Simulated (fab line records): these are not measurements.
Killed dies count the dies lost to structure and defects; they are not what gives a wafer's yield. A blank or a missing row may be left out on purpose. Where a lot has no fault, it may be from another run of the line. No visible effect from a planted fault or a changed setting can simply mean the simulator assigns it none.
Split-lot study ; flow n5 finfet ; 7 lots, 21 wafers read, on a route of 1938 steps

THE SPLIT ITSELF
At N5_BEOL_M1_COAT_61 (time 60 s, resist thk 60 nm), the setting spin rpm was moved away from the recipe's 1500 rpm on 8 of the 21 wafers read, by -10.7% to +6.8%. All remaining wafers had this setting at the recipe value.

FROM THE SPLIT TO THE READING: what the file shows between them, 8 steps
- N5_BEOL_M1_COAT_62: time 60 s, resist thk 12 nm
- N5_BEOL_M1_COAT_73: time 60 s, resist thk 5 nm
- N5_BEOL_M1_ETCH_74: etches underlayer in N2/H2, target depth 6.5 nm, time 5.2 s
- N5_BEOL_M1_ETCH_63: etches SiARC in CF4, target depth 15.6 nm, time 26 s
- N5_BEOL_M1_ETCH_64: etches SOC in N2/H2, target depth 75 nm, overetch 15 nm, time 112.5 s
- N5_BEOL_M1_STRIP_65: strips in N2/H2
- N5_BEOL_M1_STRIP_75: strips in N2/H2
- N5_BEOL_M1_STRIP_66: strips in CF4

THE READING
SOC_of_BEOL_M1_COAT_61.thk nm (the simulator's own value, which no gauge read), in nm, at N5_BEOL_M1_HM_OPEN_17 (chemistry Cl2/BCl3, target TiN, target depth 20 nm, overetch 6 nm). The file gives no usual value for it. Average 52.1 nm, standard deviation 0.17 nm, over the 13 wafers here run with the recipe.

wafer;tool, chamber at the split;spin rpm as run, rpm;against the recipe;SOC_of_BEOL_M1_COAT_61.thk nm, nm;against lot-mates on the recipe
L074.2;litho track-01, 0;1500;recipe;52;-
L074.4;litho track-01, 0;1366;-8.9%;55;+3.0
L074.5;litho track-01, 0;1366;-8.9%;55.2;+3.2
L075.1;litho track-04, 0;1500;recipe;51.8;-
L075.2;litho track-04, 0;1500;recipe;52;-
L075.5;litho track-04, 0;1500;recipe;52;-
L079.1;litho track-05, 0;1455;-3.0%;53.2;+1.0
L079.2;litho track-05, 0;1500;recipe;52.2;-
L079.4;litho track-05, 0;1455;-3.0%;53.4;+1.2
L088.1;litho track-04, 0;1602;+6.8%;50.4;-1.6
L088.6;litho track-04, 0;1602;+6.8%;50.4;-1.6
L088.2;litho track-04, 0;1500;recipe;52;-
L091.1;litho track-04, 0;1500;recipe;52.2;-
L091.5;litho track-04, 0;1500;recipe;52.2;-
L091.6;litho track-04, 0;1500;recipe;52.2;-
L093.2;litho track-04, 0;1500;recipe;52.4;-
L093.3;litho track-04, 0;1500;recipe;52;-
L093.5;litho track-04, 0;1500;recipe;52.2;-
L094.1;litho track-04, 0;1500;recipe;51.8;-
L094.2;litho track-04, 0;1340;-10.7%;55.6;+3.8
L094.5;litho track-04, 0;1340;-10.7%;55.4;+3.6

THE FIT
A straight line over all 21 wafers: SOC_of_BEOL_M1_COAT_61.thk nm changes by -0.309 nm for each +1% of spin rpm; r = -0.99; the points scatter about the line by 0.22 nm.
The same after taking each lot's own level away (the mean of its wafers on the recipe; 21 wafers): -0.319 nm for each +1%; r = -0.99; scatter 0.21 nm.
On that fit, the largest move of spin rpm shifts the reading by 3.4 nm.
Across the lots, their own levels run from 51.80 to 52.20 nm, a range of 2.4 times the standard deviation given above.
Consequently the slope shifts little with the lot-to-lot level, the two slopes agreeing.
Check: +3.44 nm against its lot-mates is what the line predicts for one of the wafers moved furthest among these (-10.7%) when that wafer is left out of the fit. Against them it came out at +3.8 nm.

THE WHOLE CHAIN: every reading that the file lists as answering this split, in the file's order
step;what it does;reading;change (the file's fit);r (the file's)
N5_BEOL_M1_COAT_61;time 60 s, resist thk 60 nm;SOC_of_BEOL_M1_COAT_61.thk nm (the simulator's own value, which no gauge read);-0.324 nm for each +1% of the setting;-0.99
N5_BEOL_M1_ETCH_64;etches SOC in N2/H2, target depth 75 nm, overetch 15 nm, time 112.5 s;etch.depth nm (the simulator's own value, which no gauge read);-0.323 nm for each +1% of the setting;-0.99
N5_BEOL_M1_HM_OPEN_17;chemistry Cl2/BCl3, target TiN, target depth 20 nm, overetch 6 nm;SOC_of_BEOL_M1_COAT_61.thk nm (the simulator's own value, which no gauge read);-0.327 nm for each +1% of the setting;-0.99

THE FILE'S OWN FIT
SOC_of_BEOL_M1_COAT_61.thk nm changes by -0.327 nm for each +1% of spin rpm, r = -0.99.
